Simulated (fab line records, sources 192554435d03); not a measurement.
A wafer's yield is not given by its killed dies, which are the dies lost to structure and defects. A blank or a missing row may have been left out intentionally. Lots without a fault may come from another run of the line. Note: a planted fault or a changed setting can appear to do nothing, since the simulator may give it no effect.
8D (eight disciplines) problem report, filled in by code / flow n5Finfet / the parts of the form that need people (team, actions taken, sign-off) are left out

## 1. WHAT IS WRONG
At N5_BEOL_M4_OCD_MEAS_38, trenchDepthNm averages 31.2 nm over 3 wafers from 3 lots, while fault-free wafers read 55.4 nm, standard deviation 0.8. Measured from the usual mean, that is -30 standard deviations.
First seen on wafer L755.1, day 10 05:55, on ocd-01. The record has a number at this step for 24 wafers belonging to 9 lots. By rule, "out" or "out of limits" means more than 4 standard deviations away from the usual mean. The rest of the wafers with a number are treated as sound.

## 2. WHAT IT IS, WHAT IT ISN'T
question=which readings at this step | is=trenchDepthNm | is not=-
question=which lots | is=L755, L756, L757 | is not=L748, L754, L760, L763, L764, L767
question=which wafers of those lots | is=L755.1, L756.1, L757.5 | is not=L755.6, L756.6, L757.2
question=read on which gauges | is=ocd-01, ocd-02 | is not=-
question=when | is=from day 10 05:55 | is not=up to then (7 sound wafers); but 14 sound wafers of L756, L757, L760, L763, L764, L767 came after

## 3. THE SUSPECTS, EACH WITH WHAT RULES IT OUT
Counting: if a tool at a process step up to the reading ran every lot that is out, it stays a suspect. Sound lots after the first of them don't rule it out here, since some wafers of a struck lot are sound.
- ruled out: the gauge at N5_BEOL_M4_OCD_MEAS_38. 2 gauges (ocd-01, ocd-02) read the wafers that are out.
- rieDiel-01 at N5_BEOL_M4_VIA_ETCH_34 (etches the open film in C4F6/O2, target depth 69.4 nm, time 65.9 s): kept. It ran every lot that is out, first L755 (day 10 05:40); its last sound lot up to then is L754 (day 10 00:48).
- rieDiel-01 at N5_BEOL_M4_TRENCH_ETCH_37 (etches SiOC in C4F6/O2, target depth 55.555 nm, time 29.2 s): kept. It ran every lot that is out, first L755 (day 10 05:46); its last sound lot up to then is L754 (day 10 00:54). Out on those wafers are its own readings of runLengthS.
After counting, rieDiel-01 at N5_BEOL_M4_VIA_ETCH_34 and rieDiel-01 at N5_BEOL_M4_TRENCH_ETCH_37 remain.

## 4. THE CAUSE (what the simulator had put in)
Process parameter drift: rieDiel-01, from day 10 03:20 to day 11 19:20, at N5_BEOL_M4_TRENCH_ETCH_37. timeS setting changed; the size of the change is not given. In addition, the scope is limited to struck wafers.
After counting, 2 suspects remain, this tool included.

## 5. THE EFFECT CHAIN, in route order
Each row: a reading whose mean over the struck wafers that have a number lies more than 3 standard deviations from the usual. Only readings whose record carries a usual standard deviation are examined. hours: median over the lots of the time between each lot's start at the first step of this table that gives one and its start at this step. sigmas: the change, counted in usual standard deviations.
hours=0; step=N5_BEOL_M4_TRENCH_ETCH_37; reading=runLengthS; usual=52.5 s; on struck wafers=39.1; change=-13.4; sigmas=-27
hours=0; step=N5_BEOL_M4_OCD_MEAS_38; reading=trenchDepthNm; usual=55.4 nm; on struck wafers=31.2; change=-24.2; sigmas=-30
hours=5; step=N5_BEOL_M4_THK_MEAS_53; reading=M4_THK; usual=39.5 nm; on struck wafers=16.1; change=-23.4; sigmas=-17
hours=5; step=N5_BEOL_M4_RS_MEAS_58; reading=M4_RS; usual=0.675 ohm/sq; on struck wafers=2.306; change=+1.631; sigmas=+56
hours=134; step=N5_PASSIVATION_PROBE_49; reading=defectLimitedYield; usual=91.5 %; on struck wafers=19.5; change=-72.0; sigmas=-48
hours=134; step=N5_PASSIVATION_PROBE_49; reading=killed_at_M4_up; usual=15; on struck wafers=883; change=+868; sigmas=+99 or more
hours=134; step=N5_PASSIVATION_PROBE_49; reading=killedDies; usual=101; on struck wafers=950; change=+849; sigmas=+47
hours=134; step=N5_PASSIVATION_PROBE_49; reading=killedOnRim; usual=13; on struck wafers=99; change=+86; sigmas=+22
hours=134; step=N5_PASSIVATION_PROBE_49; reading=sort_bin_5_function; usual=5.0 %; on struck wafers=77.7; change=+72.7; sigmas=+73
hours=134; step=N5_PASSIVATION_PROBE_49; reading=sortNPass; usual=1079; on struck wafers=230; change=-849; sigmas=-47
hours=134; step=N5_PASSIVATION_PROBE_49; reading=sortYieldPct; usual=91.5 %; on struck wafers=19.5; change=-72.0; sigmas=-48
Process steps it contains:
- N5_BEOL_M4_TRENCH_ETCH_37: etches SiOC in C4F6/O2, target depth 55.555 nm, time 29.2 s.
- N5_PASSIVATION_PROBE_49

## 6. WHAT WOULD HAVE CAUGHT IT SOONER
3 hours passed between the start of the fault at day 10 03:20 and the first reading out of limits at a measuring or inspecting step in this record, taken at day 10 05:55.
Tool's own readings at N5_BEOL_M4_TRENCH_ETCH_37, runLengthS: out on all struck wafers the step has rows for; an alarm limit on them would have tripped on the first.
Lots out: 3; of these, L756, L757 started N5_BEOL_M4_TRENCH_ETCH_37 on rieDiel-01 after day 10 05:55. A hold on the tool at that time would have spared those 2.
